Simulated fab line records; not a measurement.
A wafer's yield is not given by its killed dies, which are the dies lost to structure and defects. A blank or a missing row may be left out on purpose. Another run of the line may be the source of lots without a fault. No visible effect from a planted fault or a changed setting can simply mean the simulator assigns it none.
Matching of chambers || flow nand_harc || NHARC_P_STI_CMP_21 on cmp-02: 4 sister chambers
The step polishes, t overpolish 20 s, target thk 380.67 nm. 7 wafers are shown with their chamber, then 7 later ones without.

== WAFERS WITH THEIR CHAMBER ==
{"wafer": "L265.3", "chamber": 1, "motor_current_A (A)": 9.8, "overpolish_run_s (s)": 19.995}
{"wafer": "L266.4", "chamber": 2, "motor_current_A (A)": 11.3, "overpolish_run_s (s)": 20.004}
{"wafer": "L266.6", "chamber": 3, "motor_current_A (A)": 9.3, "overpolish_run_s (s)": 19.997}
{"wafer": "L268.5", "chamber": 0, "motor_current_A (A)": 12.5, "overpolish_run_s (s)": 19.991}
{"wafer": "L268.6", "chamber": 3, "motor_current_A (A)": 9.5, "overpolish_run_s (s)": 19.997}
{"wafer": "L269.1", "chamber": 2, "motor_current_A (A)": 11.4, "overpolish_run_s (s)": 20.011}
{"wafer": "L269.2", "chamber": 0, "motor_current_A (A)": 13.0, "overpolish_run_s (s)": 19.995}

== WAFERS MISSING THEIR CHAMBER ==
{"wafer": "L269.3", "motor_current_A (A)": 9.9, "overpolish_run_s (s)": 20.007}
{"wafer": "L270.2", "motor_current_A (A)": 10.2, "overpolish_run_s (s)": 20.002}
{"wafer": "L270.5", "motor_current_A (A)": 10.9, "overpolish_run_s (s)": 19.990}
{"wafer": "L270.6", "motor_current_A (A)": 9.6, "overpolish_run_s (s)": 19.997}
{"wafer": "L271.2", "motor_current_A (A)": 9.6, "overpolish_run_s (s)": 20.000}
{"wafer": "L271.3", "motor_current_A (A)": 13.4, "overpolish_run_s (s)": 19.984}
{"wafer": "L271.6", "motor_current_A (A)": 10.3, "overpolish_run_s (s)": 20.012}

== WHICH CHAMBER EACH WENT THROUGH ==
{"wafer": "L269.3", "from the rows above": "can't be placed: 1 or 3", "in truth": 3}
{"wafer": "L270.2", "from the rows above": "can't be placed: 1 or 3", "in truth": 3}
{"wafer": "L270.5", "from the rows above": "can't be placed: 1 or 2 or 3", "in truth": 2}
{"wafer": "L270.6", "from the rows above": "can't be placed: 3 or 1", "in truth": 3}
{"wafer": "L271.2", "from the rows above": "can't be placed: 3 or 1", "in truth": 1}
{"wafer": "L271.3", "from the rows above": 0, "in truth": 0}
{"wafer": "L271.6", "from the rows above": "can't be placed: 2 or 1 or 3", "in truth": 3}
1 of 7 placed correctly. Unplaceable from these rows: 6, with the true chamber sitting among the candidates in 6. 0 placed wrongly.
How it was worked out, from the rows above alone: a wafer's distance from a chamber is the root of the sum, over the readings, of the square of ((its reading less the chamber's mean) divided by the reading's scatter). The wafer belongs to the nearest chamber; if the next one is less than 2 further off, it can't be placed. A chamber's mean is the mean of its shown wafers. How the scatter is found: for the shown wafers, subtract from each reading the mean of its chamber, square and add these, divide the total by (wafers less chambers), then take the root.
